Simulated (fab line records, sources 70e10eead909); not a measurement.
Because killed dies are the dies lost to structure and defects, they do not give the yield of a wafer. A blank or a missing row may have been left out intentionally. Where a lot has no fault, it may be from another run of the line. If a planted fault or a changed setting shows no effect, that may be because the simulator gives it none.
fab line records	flow nand_harc	part 1 of 2: steps 1 to 19 of 27
[record] lots = 5	wafers = 15	last_day = 32
route steps=1302 shown A_CHANNEL_HOLE_D1@473 A_CHANNEL_FILL_D1@490
lots that met no fault: from a run of the same line without faults
start_h: start of the lot's first displayed wafer, in hours after the record's first day	wait_h: hours since the lot's step before	" unchanged from the row above	L1.1+2: a single row standing in for several wafers	- no value, or no start given	* or withheld: withheld	< > ~ a bound
route shown NAME@n: a module of which the file shows steps, and the number in the route of the first	usual: mean/standard deviation taken from wafers without a fault	same: alike in all rows	chamber/n: place in a boat	sites: readings site by site	_std_site: their standard deviation	_edge_site: inner sites' mean taken away from outer sites' mean	radius_mm: for every site, how far away it sits from the centre of the wafer	mask NAME#n: copy n	behind: the most recent tool/chamber to have shaped the wafer	hold: the reason the lot was held/the length of the hold in hours/how it ended	device: transistor that didn't switch, given as n, p or np	end of line: the route-end tests of the same wafers	a step given without rows: its recipe and nothing more	killed: at the first sort, the dies lost to defects and structure; wafer yield is something else	map: a wafer's dies, x killed, . not, _ none there
set.NAME: the setting the step ran with; set.NAME@STEP: the setting that earlier step ran with	model.NAME: the simulator's own value behind a step, which no gauge read
lots seen at some steps along the route; tables by step, rows by wafer
services: the hour from which a tool's chamber was out of use, counted from the record's first day as start_h (under 0 if before that day), plus the number of hours and why
[[steps]]
[step NHARC_A_CHANNEL_HOLE_D1_ETCH_21]
[recipe] bias_v = 3000	source_w = withheld	pressure_mtorr = 20	time_s = 514.3	ar_flow_sccm = 375	c4f8_flow_sccm = 89.3	o2_flow_sccm = 35.7	temp_c = -20	target_depth_a = 16000	chemistry = C4F8/O2/Ar
[usual] drypump_motor_current_A = 5.8/0.37	showerhead_plenum_p_Torr = 3.66/0.097	throttle_valve_pct = 32.155/0.0089
lot.wafer	tool	chamber	start_h	wait_h	drypump_motor_current_A	rf_hours_counter_h	showerhead_plenum_p_Torr	throttle_valve_pct
L075.2	har_etch-01	1	188.53	0.3	6.2	93	3.73	32.168
L075.6	"	0	"	"	5.3	-	3.73	32.154
L075.5	"	1	"	"	6.3	-	3.73	32.155
L079.2	har_etch-01	0	226.51	0.3	5.4	119	3.71	32.154
L079.3	"	1	"	"	6.3	-	3.71	32.164
L079.6	"	0	"	"	5.3	-	3.71	32.140
L093.1	har_etch-02	1	368.68	0.3	5.6	386	3.58	32.162
L093.6	"	1	"	"	5.6	-	3.58	32.150
L093.5	"	0	"	"	5.9	-	3.47	32.153
L094.2	har_etch-01	0	389.90	0.3	5.3	214	3.66	32.149
L094.1	"	1	"	"	6.2	214	3.66	32.141
L094.3	"	1	"	"	6.3	-	3.66	32.149
L095.1	har_etch-01	0	402.08	0.3	5.3	226	3.66	32.143
L095.3	"	0	"	"	5.3	-	3.66	32.155
L095.6	"	1	"	"	6.2	-	3.66	32.167
[step NHARC_A_CHANNEL_HOLE_D1_ETCH_22]
[recipe] bias_v = 3000	source_w = withheld	pressure_mtorr = 20	time_s = 666.7	ar_flow_sccm = 375	c4f8_flow_sccm = 89.3	o2_flow_sccm = 35.7	temp_c = -20	target_depth_a = 16000	chemistry = C4F8/O2/Ar
[usual] drypump_motor_current_A = 5.8/0.37	showerhead_plenum_p_Torr = 3.66/0.096	throttle_valve_pct = 32.154/0.0092
lot.wafer	tool	chamber	start_h	wait_h	drypump_motor_current_A	rf_hours_counter_h	showerhead_plenum_p_Torr	throttle_valve_pct
L075.2	har_etch-01	1	188.99	0.4	6.3	93	3.73	32.149
L075.6	"	0	"	"	5.3	-	3.73	32.164
L075.5	"	1	"	"	6.3	-	3.73	32.169
L079.2	har_etch-01	0	226.97	0.4	5.3	120	3.71	32.148
L079.3	"	1	"	"	6.3	-	3.71	32.151
L079.6	"	0	"	"	5.3	-	3.71	32.160
L093.1	har_etch-02	1	369.13	0.4	5.6	386	3.58	32.163
L093.6	"	1	"	"	5.6	-	3.58	32.161
L093.5	"	0	"	"	5.9	-	3.47	32.169
L094.2	har_etch-01	0	390.34	0.4	5.4	215	3.66	32.153
L094.1	"	1	"	"	6.2	215	3.66	32.151
L094.3	"	1	"	"	6.2	-	3.66	32.157
L095.1	har_etch-01	0	402.54	0.4	5.4	226	3.66	32.151
L095.3	"	0	"	"	5.3	-	3.66	32.173
L095.6	"	1	"	"	6.2	-	3.66	32.158
[step NHARC_A_CHANNEL_HOLE_D1_ETCH_23]
[recipe] bias_v = 5000	source_w = withheld	pressure_mtorr = 20	time_s = 819	ar_flow_sccm = 375	c4f8_flow_sccm = 89.3	o2_flow_sccm = 35.7	temp_c = -20	target_depth_a = 16000	chemistry = C4F8/O2/Ar
[usual] drypump_motor_current_A = 5.8/0.37	showerhead_plenum_p_Torr = 3.66/0.096	throttle_valve_pct = 32.154/0.0092
lot.wafer	tool	chamber	start_h	wait_h	drypump_motor_current_A	rf_hours_counter_h	showerhead_plenum_p_Torr	throttle_valve_pct
L075.2	har_etch-01	1	189.57	0.5	6.2	94	3.73	32.145
L075.6	"	0	"	"	5.4	-	3.73	32.149
L075.5	"	1	"	"	6.2	-	3.73	32.154
L079.2	har_etch-01	0	227.56	0.5	5.3	120	3.71	32.146
L079.3	"	1	"	"	6.3	-	3.71	32.155
L079.6	"	0	"	"	5.4	-	3.71	32.160
L093.1	har_etch-02	1	369.70	0.5	5.6	387	3.58	32.147
L093.6	"	1	"	"	5.6	-	3.58	32.149
L093.5	"	0	"	"	5.8	-	3.47	32.150
L094.2	har_etch-01	0	390.90	0.5	5.3	215	3.66	32.158
L094.1	"	1	"	"	6.2	215	3.66	32.154
L094.3	"	1	"	"	6.3	-	3.66	32.173
L095.1	har_etch-01	0	403.13	0.5	5.4	227	3.66	32.153
L095.3	"	0	"	"	5.4	-	3.66	32.154
L095.6	"	1	"	"	6.3	-	3.66	32.156
[step NHARC_A_CHANNEL_HOLE_D1_ETCH_24]
[recipe] bias_v = 5000	source_w = withheld	pressure_mtorr = 20	time_s = 906.2	ar_flow_sccm = 375	c4f8_flow_sccm = 93.8	o2_flow_sccm = 31.2	temp_c = -20	target_depth_a = 15000	chemistry = C4F8/O2/Ar
[usual] drypump_motor_current_A = 5.8/0.37	showerhead_plenum_p_Torr = 3.65/0.096	throttle_valve_pct = 32.237/0.0082
lot.wafer	tool	chamber	start_h	wait_h	drypump_motor_current_A	rf_hours_counter_h	showerhead_plenum_p_Torr	throttle_valve_pct
L075.2	har_etch-01	1	190.27	0.6	6.3	94	3.72	32.245
L075.6	"	0	"	"	5.4	-	3.72	32.229
L075.5	"	1	"	"	6.3	-	3.72	32.238
L079.2	har_etch-01	0	228.27	0.6	5.3	121	3.71	32.250
L079.3	"	1	"	"	6.2	-	3.71	32.228
L079.6	"	0	"	"	5.3	-	3.71	32.239
L093.1	har_etch-02	1	370.39	0.6	5.6	387	3.57	32.238
L093.6	"	1	"	"	5.6	-	3.57	32.228
L093.5	"	0	"	"	5.8	-	3.47	32.244
L094.2	har_etch-01	0	391.60	0.6	5.4	216	3.66	32.245
L094.1	"	1	"	"	6.2	216	3.66	32.248
L094.3	"	1	"	"	6.3	-	3.66	32.227
L095.1	har_etch-01	0	403.84	0.6	5.3	228	3.65	32.243
L095.3	"	0	"	"	5.3	-	3.65	32.259
L095.6	"	1	"	"	6.3	-	3.65	32.240
[step NHARC_A_CHANNEL_HOLE_D1_ETCH_25]
[recipe] bias_v = 5000	source_w = withheld	pressure_mtorr = 20	time_s = 1040.2	ar_flow_sccm = 375	c4f8_flow_sccm = 93.8	o2_flow_sccm = 31.2	temp_c = -20	target_depth_a = 15000	chemistry = C4F8/O2/Ar
[usual] drypump_motor_current_A = 5.8/0.37	showerhead_plenum_p_Torr = 3.65/0.096	throttle_valve_pct = 32.235/0.0092
lot.wafer	tool	chamber	start_h	wait_h	drypump_motor_current_A	rf_hours_counter_h	showerhead_plenum_p_Torr	throttle_valve_pct
L075.2	har_etch-01	1	191.05	0.6	6.3	95	3.72	32.227
L075.6	"	0	"	"	5.3	-	3.72	32.236
L075.5	"	1	"	"	6.3	-	3.72	32.232
L079.2	har_etch-01	0	229.05	0.7	5.4	122	3.71	32.242
L079.3	"	1	"	"	6.2	-	3.71	32.231
L079.6	"	0	"	"	5.3	-	3.71	32.239
L093.1	har_etch-02	1	371.15	0.6	5.6	388	3.57	32.222
L093.6	"	1	"	"	5.6	-	3.57	32.216
L093.5	"	0	"	"	5.8	-	3.47	32.237
L094.2	har_etch-01	0	392.36	0.6	5.3	217	3.66	32.234
L094.1	"	1	"	"	6.3	217	3.66	32.238
L094.3	"	1	"	"	6.2	-	3.66	32.234
L095.1	har_etch-01	0	404.63	0.7	5.3	228	3.65	32.226
L095.3	"	0	"	"	5.3	-	3.65	32.233
L095.6	"	1	"	"	6.3	-	3.65	32.244
[step NHARC_A_CHANNEL_HOLE_D1_ETCH_26]
[recipe] bias_v = 300	source_w = 2000	pressure_mtorr = 30	time_s = 224.1	ar_flow_sccm = 375	c4f8_flow_sccm = 11.4	o2_flow_sccm = 113.6	temp_c = -20	target_depth_a = 3000	chemistry = C4F8/O2/Ar
[usual] drypump_motor_current_A = 5.8/0.37	showerhead_plenum_p_Torr = 3.70/0.1	throttle_valve_pct = 24.584/0.0091
lot.wafer	tool	chamber	start_h	wait_h	drypump_motor_current_A	rf_hours_counter_h	showerhead_plenum_p_Torr	throttle_valve_pct
L075.2	har_etch-01	1	191.83	0.6	6.3	96	3.78	24.578
L075.6	"	0	"	"	5.4	-	3.77	24.588
L075.5	"	1	"	"	6.3	-	3.78	24.571
L079.2	har_etch-01	0	229.81	0.6	5.3	123	3.76	24.582
L079.3	"	1	"	"	6.2	-	3.76	24.578
L079.6	"	0	"	"	5.3	-	3.76	24.573
L093.1	har_etch-02	1	372.04	0.7	5.6	389	3.61	24.585
L093.6	"	1	"	"	5.6	-	3.61	24.594
L093.5	"	0	"	"	5.9	-	3.51	24.577
L094.2	har_etch-01	0	393.24	0.7	5.3	218	3.70	24.584
L094.1	"	1	"	"	6.2	218	3.71	24.575
L094.3	"	1	"	"	6.2	-	3.70	24.572
L095.1	har_etch-01	0	405.40	0.6	5.3	229	3.70	24.590
L095.3	"	0	"	"	5.3	-	3.70	24.586
L095.6	"	1	"	"	6.2	-	3.70	24.580
[step NHARC_A_CHANNEL_HOLE_D1_ETCH_33]
[recipe] bias_v = 400	source_w = 2000	pressure_mtorr = 25	time_s = 90	ar_flow_sccm = 375	c4f8_flow_sccm = 41.7	o2_flow_sccm = 83.3	temp_c = -20	target_depth_a = 4000	chemistry = C4F8/O2/Ar
[usual] drypump_motor_current_A = 5.8/0.37	showerhead_plenum_p_Torr = 3.69/0.1	throttle_valve_pct = 27.620/0.0095
lot.wafer	tool	chamber	start_h	wait_h	drypump_motor_current_A	rf_hours_counter_h	showerhead_plenum_p_Torr	throttle_valve_pct
L075.2	har_etch-01	1	192.03	0.2	6.3	96	3.77	27.612
L075.6	"	0	"	"	5.3	-	3.77	27.626
L075.5	"	1	"	"	6.2	-	3.77	27.617
L079.2	har_etch-01	0	230.01	0.2	5.3	123	3.75	27.634
L079.3	"	1	"	"	6.3	-	3.75	27.626
L079.6	"	0	"	"	5.4	-	3.75	27.620
L093.1	har_etch-02	1	372.24	0.2	5.6	389	3.61	27.610
L093.6	"	1	"	"	5.6	-	3.61	27.617
L093.5	"	0	"	"	5.8	-	3.51	27.615
L094.2	har_etch-01	0	393.44	0.2	5.3	218	3.70	27.625
L094.1	"	1	"	"	6.3	218	3.70	27.615
L094.3	"	1	"	"	6.3	-	3.70	27.633
L095.1	har_etch-01	0	405.60	0.2	5.3	229	3.69	27.612
L095.3	"	0	"	"	5.4	-	3.69	27.620
L095.6	"	1	"	"	6.2	-	3.69	27.633
[step NHARC_A_CHANNEL_HOLE_D1_STRIP_41]
[recipe] n2_flow_sccm = 150	h2_flow_sccm = 150	ar_flow_sccm = 0	bias_w = 0	chemistry = N2/H2
lot.wafer	tool	chamber	start_h	wait_h
L075.2+5+6	rie_diel-10	3,3,2	192.53	0.5
L079.2+3+6	rie_diel-10	1,2,3	230.53	0.5
L093.1+6+5	rie_diel-10	2,0,1	372.78	0.5
L094.3+2+1	rie_diel-10	0,2,3	393.96	0.4
L095.3+1+6	rie_diel-10	3,0,2	406.10	0.4
[step NHARC_A_CHANNEL_HOLE_D1_STRIP_42]
[recipe] cf4_flow_sccm = 100	chf3_flow_sccm = 30	ar_flow_sccm = 0	bias_w = 0	chemistry = CF4/CHF3
lot.wafer	tool	chamber	start_h	wait_h
L075.2+5+6	rie_diel-10	3,3,2	192.64	0.1
L079.2+3+6	rie_diel-10	2,0,2	230.61	0.1
L093.1+5+6	rie_diel-10	0,2,3	372.86	0.1
L094.1+2+3	rie_diel-10	2,0,1	394.06	0.1
L095.1+3+6	rie_diel-10	0,2,0	406.19	0.1
[step NHARC_A_CHANNEL_HOLE_D1_STRIP_43]
[recipe] o2_flow_sccm = 400	cos_flow_sccm = 20	ar_flow_sccm = 0	bias_w = 0	chemistry = O2/COS
lot.wafer	tool	chamber	start_h	wait_h
L075.2+6+5	rie_diel-10	2,2,3	192.71	0.1
L079.2+3+6	rie_diel-10	1,3,1	230.67	0.1
L093.1+5+6	rie_diel-10	0,0,1	372.92	0.1
L094.3+2+1	rie_diel-10	1,2,3	394.12	0.0
L095.3+1+6	rie_diel-10	0,1,0	406.25	0.1
[step NHARC_A_CHANNEL_HOLE_D1_ETCH_44]
[recipe] target_depth_a = 1400	overetch_a = 140	time_s = 77	ion_energy_ev = 100	cf4_flow_sccm = 80	o2_flow_sccm = 20	ar_flow_sccm = 0	rf_w = 300	bias_w = 100	chemistry = CF4/O2
[usual] drypump_motor_current_A = 5.6/0.32	oes_f_703_au = 1.000/0.0048	oes_product_au = 1.001/0.011	rf_vpp_V = 197.8/1.6	showerhead_plenum_p_Torr = 1.34/0.064	throttle_valve_pct = 13.396/0.0092
lot.wafer	tool	chamber	start_h	wait_h	drypump_motor_current_A	oes_f_703_au	oes_product_au	rf_hours_counter_h	rf_vpp_V	showerhead_plenum_p_Torr	throttle_valve_pct
L075.2	rie_diel-10	3	192.80	0.1	5.7	1.001	1.014	10	195.9	1.24	13.397
L075.5	"	2	"	"	5.8	1.004	0.997	-	200.1	1.36	13.400
L075.6	"	3	"	"	5.7	1.007	0.995	-	195.4	1.24	13.406
L079.3	rie_diel-10	3	230.74	0.1	5.7	0.999	1.009	13	197.8	1.24	13.400
L079.2	"	0	"	"	5.7	1.005	1.001	13	197.0	1.31	13.395
L079.6	"	2	"	"	5.8	1.004	1.011	-	196.4	1.36	13.382
L093.1	rie_diel-10	2	372.98	0.1	5.7	1.005	1.002	8	198.2	1.36	13.396
L093.5	"	2	"	"	5.8	1.002	0.997	-	200.0	1.36	13.403
L093.6	"	3	"	"	5.6	0.999	1.003	-	195.7	1.24	13.405
L094.3	rie_diel-10	0	394.18	0.1	5.6	0.999	0.985	11	197.0	1.31	13.395
L094.2	"	2	"	"	5.8	1.006	0.982	10	197.6	1.36	13.393
L094.1	"	3	"	"	5.6	1.000	1.027	10	196.9	1.24	13.394
L095.3	rie_diel-10	3	406.31	0.1	5.6	1.005	1.018	12	196.7	1.24	13.396
L095.1	"	2	"	"	5.8	0.992	0.998	12	199.9	1.36	13.389
L095.6	"	3	"	"	5.6	1.003	1.016	-	196.7	1.24	13.389
[step NHARC_A_CHANNEL_HOLE_D1_STRIP_27]
[recipe] o2_flow_sccm = 500	ar_flow_sccm = 0	bias_w = 0	chemistry = O2
[usual] drypump_motor_current_A = 5.6/0.3	oes_product_au = 1.000/0.012	rf_vpp_V = 57.7/0.91	showerhead_plenum_p_Torr = 3.52/0.16	throttle_valve_pct = 17.035/0.0088
lot.wafer	tool	chamber	start_h	wait_h	drypump_motor_current_A	oes_product_au	rf_hours_counter_h	rf_vpp_V	showerhead_plenum_p_Torr	throttle_valve_pct
L075.2	rie_diel-10	1	-	-	5.3	1.004	10	59.5	3.75	17.030
L075.5	"	3	"	"	5.6	1.014	-	58.0	3.30	17.016
L075.6	"	1	"	"	5.3	0.999	-	58.1	3.75	17.020
L079.3	rie_diel-10	0	-	-	5.7	0.993	13	57.6	3.47	17.048
L079.2	"	1	"	"	5.3	1.018	13	57.6	3.75	17.035
L079.6	"	3	"	"	5.7	1.006	-	57.5	3.29	17.046
L093.1	rie_diel-10	1	-	-	5.3	1.006	10	58.4	3.74	17.026
L093.5	"	3	"	"	5.7	1.018	-	56.6	3.29	17.048
L093.6	"	0	"	"	5.7	0.984	-	58.2	3.46	17.034
L094.2	rie_diel-10	0	-	-	5.7	0.986	11	56.7	3.46	17.027
L094.3	"	2	"	"	5.8	1.005	10	57.3	3.59	17.021
L094.1	"	3	"	"	5.6	1.014	11	56.3	3.29	17.036
L095.1	rie_diel-10	3	-	-	5.7	1.025	12	56.3	3.29	17.041
L095.3	"	1	"	"	5.3	1.011	13	58.6	3.74	17.033
L095.6	"	3	"	"	5.7	1.021	-	57.8	3.29	17.039
[step NHARC_A_CHANNEL_HOLE_D1_PRECLEAN_28]
[recipe] time_s = *	temp_c = 50	bath_age_min = 0	chemistry = SC1
[usual] diw_flow_mL_min = 1415/3.9
[same] bath_age_min = 0
lot.wafer	tool	chamber	start_h	wait_h	diw_flow_mL_min
L075.6	wet_bench-05	7	193.56	-	1414
L075.2	"	1	"	"	1415
L075.5	"	3	"	"	1414
L079.2	wet_bench-09	5	231.40	-	1416
L079.6	"	0	"	"	1411
L079.3	"	2	"	"	1421
L093.6	wet_bench-03	7	373.64	-	1410
L093.5	"	0	"	"	1417
L093.1	"	2	"	"	1407
L094.3	wet_bench-03	3	394.85	-	1416
L094.1	"	5	"	"	1418
L094.2	"	6	"	"	1415
L095.3	wet_bench-05	1	406.98	-	1419
L095.1	"	2	"	"	1414
L095.6	"	5	"	"	1410
[step NHARC_A_CHANNEL_HOLE_D1_SRD_29]
lot.wafer	tool	chamber	start_h	wait_h
L075.6+2+5	wet_bench-05	7,1,3	-	-
L079.2+6+3	wet_bench-09	5,0,2	231.46	0.1
L093.6+5+1	wet_bench-03	7,0,2	-	-
L094.3+1+2	wet_bench-03	3,5,6	-	-
L095.3+1+6	wet_bench-05	1,2,5	-	-
[step NHARC_A_CHANNEL_HOLE_D1_CD_MEAS_30]
[usual] cd_nm = 89.9/1.3
lot.wafer	tool	chamber	start_h	wait_h	cd_nm
L075.2	cd_sem-03	-	193.70	-	88.5
L075.5	"	-	"	"	88.0
L075.6	"	-	"	"	89.8
L079.2	cd_sem-03	-	231.58	0.1	90.8
L079.3	"	-	"	"	90.0
L079.6	"	-	"	"	88.9
L093.1	cd_sem-03	-	373.77	-	91.2
L093.5	"	-	"	"	89.4
L093.6	"	-	"	"	91.2
L094.1	cd_sem-03	-	394.99	-	90.0
L094.2	"	-	"	"	90.5
L094.3	"	-	"	"	90.4
L095.1	cd_sem-01	-	407.12	-	89.5
L095.3	"	-	"	"	89.5
L095.6	"	-	"	"	90.6
[step NHARC_A_CHANNEL_HOLE_D1_XSEM_31]
[recipe] landing_energy_ev = 35000
[usual] bot_cd_nm = 74.3/1.5	bow_nm = 8.61/0.25	tilt_deg = 0.07/0.039
lot.wafer	tool	chamber	start_h	wait_h	bot_cd_nm	bow_nm	tilt_deg
L075.2	xsem-02	0	193.79	0.1	73.1	8.69	0.05
L075.5	"	0	"	"	72.5	8.75	0.05
L075.6	"	0	"	"	74.0	8.74	0.05
L079.2	xsem-02	0	231.67	0.1	74.4	8.32	0.02
L079.3	"	0	"	"	74.3	8.39	0.02
L079.6	"	0	"	"	73.6	8.32	0.02
L093.1	xsem-02	0	373.87	0.1	76.0	8.87	0.16
L093.5	"	0	"	"	74.1	8.85	0.16
L093.6	"	0	"	"	75.5	8.93	0.16
L094.1	xsem-01	0	395.07	0.1	74.0	8.57	0.08
L094.2	"	0	"	"	75.6	8.56	0.08
L094.3	"	0	"	"	75.3	8.57	0.08
L095.1	xsem-01	0	407.20	0.1	74.2	9.14	0.10
L095.3	"	0	"	"	74.2	9.09	0.10
L095.6	"	0	"	"	75.2	9.19	0.10
[step NHARC_A_CHANNEL_HOLE_D1_INSPECT_40]
[usual] raw_defect_count = 65/24
lot.wafer	tool	chamber	start_h	wait_h	raw_defect_count
L075.2	defect_inspect-01	-	193.89	-	46
L075.5	"	-	"	"	42
L075.6	"	-	"	"	26
L079.2	defect_inspect-02	-	231.76	-	63
L079.3	"	-	"	"	65
L079.6	"	-	"	"	65
L093.1	defect_inspect-02	-	373.96	-	71
L093.5	"	-	"	"	97
L093.6	"	-	"	"	96
L094.1	defect_inspect-02	-	395.17	-	45
L094.2	"	-	"	"	49
L094.3	"	-	"	"	65
L095.1	defect_inspect-01	-	407.30	-	49
L095.3	"	-	"	"	74
L095.6	"	-	"	"	65
[step NHARC_A_CHANNEL_FILL_D1_PRECLEAN_00]
[recipe] time_s = *	temp_c = 50	bath_age_min = 0	chemistry = SC1
[usual] diw_flow_mL_min = 1416/4.4
[same] bath_age_min = 0
lot.wafer	tool	chamber	start_h	wait_h	diw_flow_mL_min
L075.5	wet_bench-02	7	193.94	0.0	1411
L075.6	"	0	"	"	1414
L075.2	"	4	"	"	1402
L079.3	wet_bench-06	5	231.82	0.1	1417
L079.6	"	0	"	"	1410
L079.2	"	1	"	"	1413
L093.5	wet_bench-01	4	374.02	0.1	1417
L093.1	"	5	"	"	1413
L093.6	"	7	"	"	1417
L094.3	wet_bench-02	7	395.22	0.0	1415
L094.1	"	2	"	"	1416
L094.2	"	3	"	"	1416
L095.6	wet_bench-01	5	407.36	0.1	1416
L095.1	"	6	"	"	1417
L095.3	"	7	"	"	1415
[step NHARC_A_CHANNEL_FILL_D1_SRD_01]
lot.wafer	tool	chamber	start_h	wait_h
L075.5+6+2	wet_bench-02	7,0,4	-	-
L079.3+6+2	wet_bench-06	5,0,1	-	-
L093.5+1+6	wet_bench-01	4,5,7	-	-
L094.3+1+2	wet_bench-02	7,2,3	-	-
L095.6+1+3	wet_bench-01	5,6,7	-	-
